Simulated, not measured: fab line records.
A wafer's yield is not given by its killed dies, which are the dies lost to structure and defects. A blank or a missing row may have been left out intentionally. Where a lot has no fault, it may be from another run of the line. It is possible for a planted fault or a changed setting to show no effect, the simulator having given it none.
Struck lot and sound lot, side by side | flow n5Finfet | 37 out of 1938 route steps
Sound: these wafers, L505.1, L505.5. Struck: wafer L498.4. (L498.2, L498.3 of the same lot were not struck and are left out.) The cause comes at the end.
For every step that has rows: the tool of each side, followed by ch and its chambers, followed by its first start. Under that, the readings that differ: sound wafers | struck wafers | difference of the means | sigmas: that difference in standard deviations of wafers without a fault.
alike: a reading whose means differ by less than 2 such deviations, as well as words and numbers matching on both sides. not compared: withheld readings; readings where some wafer has no value; bounds like >300 that might hide an equal value; numbers whose values overlap and for which the record gives no deviation.
The two part at a step that has a row with sigmas, a row that says differs or no value, or rows on one side only. Non-overlapping numbers with no deviation appear without sigmas and do not part them. A reading missing from all wafers of one side parts the sides only when that side holds two or more wafers.

first, 9 steps without rows for these wafers: N5_MOL_CONTACT_COAG_COAT_34 (resist thk 40 nm); N5_MOL_CONTACT_COAG_EBR_36; N5_MOL_CONTACT_COAG_SOFTBAKE_35 (time 60 s); N5_MOL_CONTACT_COAG_EXPOSE_37 (exposes mask VD, defocus 0 nm); N5_MOL_CONTACT_COAG_PEB_38 (peb time 60 s); N5_MOL_CONTACT_COAG_DEVELOP_39 (develop time 30 s); N5_MOL_CONTACT_COAG_DESCUM_45 (chemistry O2, time 7 s); N5_MOL_CONTACT_COAG_ETCH_65 (etches underlayer in N2/H2, target depth 13 nm, time 10.4 s); N5_MOL_CONTACT_COAG_ETCH_66 (etches SiARC in CF4, target depth 13 nm, time 21.7 s).
N5_MOL_CONTACT_COAG_ALD_133: deposits SiO2, target thk 5 nm, pulse time 1 s, co reactant pulse time 1 s.
  sound on aldSin-01 ch 0,2, day 9 10:59; struck on aldSin-04 ch 0, day 7 17:27
reading                                           | sound | struck | difference | sigmas
aldCycles                                         | 35 35 | 46     | +11        | 
heaterPowerOuterW (W)                             | 38 40 | 47     | +8         | +2
model.SiO2_of_MOL_CONTACT_COAG_ALD_133.thkNm (nm) | 5 5   | 6.6    | +1.6       | 
  alike: heaterPowerW, precursorPulseHeightRel
then, 25 steps without rows for these wafers: N5_MOL_CONTACT_COAG_ETCHBACK_134 (etches SiO2 in CHF3, target depth 10 nm, time 6.7 s); N5_MOL_CONTACT_COAG_ETCH_67 (etches SOC in N2/H2, target depth 60 nm, overetch 21 nm, time 101.2 s); N5_MOL_CONTACT_COAG_STRIP_68 (strips in N2/H2); N5_MOL_CONTACT_COAG_STRIP_69 (strips in N2/H2); N5_MOL_CONTACT_COAG_ETCHBACK_136 (etches SiO2 in CHF3, target depth 25 nm, time 16.7 s); N5_MOL_CONTACT_COAG_STRIP_120 (strips in CHF3); N5_MOL_CONTACT_COAG_VIA_ETCH_117 (etches SiO2 in C4F6/O2, target depth 40 nm, overetch 8 nm, time 26 s); N5_MOL_CONTACT_COAG_ETCH_124 (etches SiNx in CH3F/O2, stops on SiOC, target depth 6.5 nm); N5_MOL_CONTACT_COAG_ETCH_48 (etches SiOC in C4F6/O2, target depth 15 nm, overetch 4.5 nm, time 17 s); N5_MOL_CONTACT_COAG_STRIP_72 (strips in N2/H2); N5_MOL_CONTACT_COAG_STRIP_49 (strips in N2/H2, time 30 s); N5_MOL_CONTACT_COAG_PRECLEAN_138 (cleans in alkaline clean, time 60 s); N5_MOL_CONTACT_COAG_SRD_139 (time 30 s); N5_MOL_CONTACT_COAG_PRE_CLEAN_121; N5_MOL_CONTACT_COAG_CVD_140 (deposits W, target thk 66.5 nm, time 215 s); N5_MOL_CONTACT_COAG_PRECLEAN_127 (cleans in DIW, time 57.5 s); N5_MOL_CONTACT_COAG_SRD_128 (dry time 32 s); N5_MOL_CONTACT_COAG_CMP_52 (polishes, stops on SiO2, t overpolish 1.5 s, target thk 66.5 nm); N5_MOL_CONTACT_COAG_ANNEAL_112 (time 1800 s); N5_BEOL_M0_SAQP_PECVD_00 (deposits SiCN from 3MS/NH3, target thk 8 nm, time 14 s); N5_BEOL_M0_SAQP_ILD_DEP_01 (deposits SiOC from DEMS/O2, target thk 45.419 nm, time 8.7 s); N5_BEOL_M0_SAQP_HM_DEP_02 (deposits TiN, target thk 12 nm); N5_BEOL_M0_SAQP_PECVD_03 (deposits SiCN from 3MS/NH3, target thk 12 nm, time 21.1 s); N5_BEOL_M0_SAQP_PECVD_96 (deposits a-Si from SiH4/He, target thk 45 nm, time 45.2 s); N5_BEOL_M0_SAQP_PECVD_97 (deposits SiNx from SiH4/NH3/N2, target thk 23 nm, time 19.9 s).
N5_BEOL_M4_RC_MEAS_101:
  the record has rows for the sound wafers here (prober-01 ch 0, day 13 11:50) and none for the struck ones
-- the record jumps here: 9 days lie between the struck wafers' starts before and after (it left off in module BEOL_M4 and takes up again in module PASSIVATION, whose first step shown is number 1936 of the route) --
N5_PASSIVATION_PROBE_49:
  sound: prober-02 at day 18 06:05; struck: prober-01 at day 16 06:59
reading                 | sound | struck | difference | sigmas
defectLimitedYield (%)  | 91.4  | 24.7   | -66.7      | -44
killedAtContacts        | 1     | 814    | +813       | +99 or more
killedDies              | 101   | 888    | +787       | +44
killedOnRim             | 14    | 112    | +98        | +23
sort_bin_5_function (%) | 5.5   | 72.7   | +67.2      | +71
sortNPass               | 1079  | 292    | -787       | -44
sortYieldPct (%)        | 91.4  | 24.7   | -66.7      | -44
  alike: killed_at_M0_to_M3, killed_at_M4_up, killedAtFrontEnd, killedAtOther, killedOpen, killedShort, sort_bin_6_memory

WHERE THEY PART
Last at N5_PASSIVATION_PROBE_49 as far as this record goes, first at N5_MOL_CONTACT_COAG_ALD_133.

WHY: what had been put in by the simulator
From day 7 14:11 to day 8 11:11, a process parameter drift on aldSin-04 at N5_MOL_CONTACT_COAG_ALD_133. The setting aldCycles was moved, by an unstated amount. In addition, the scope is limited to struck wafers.
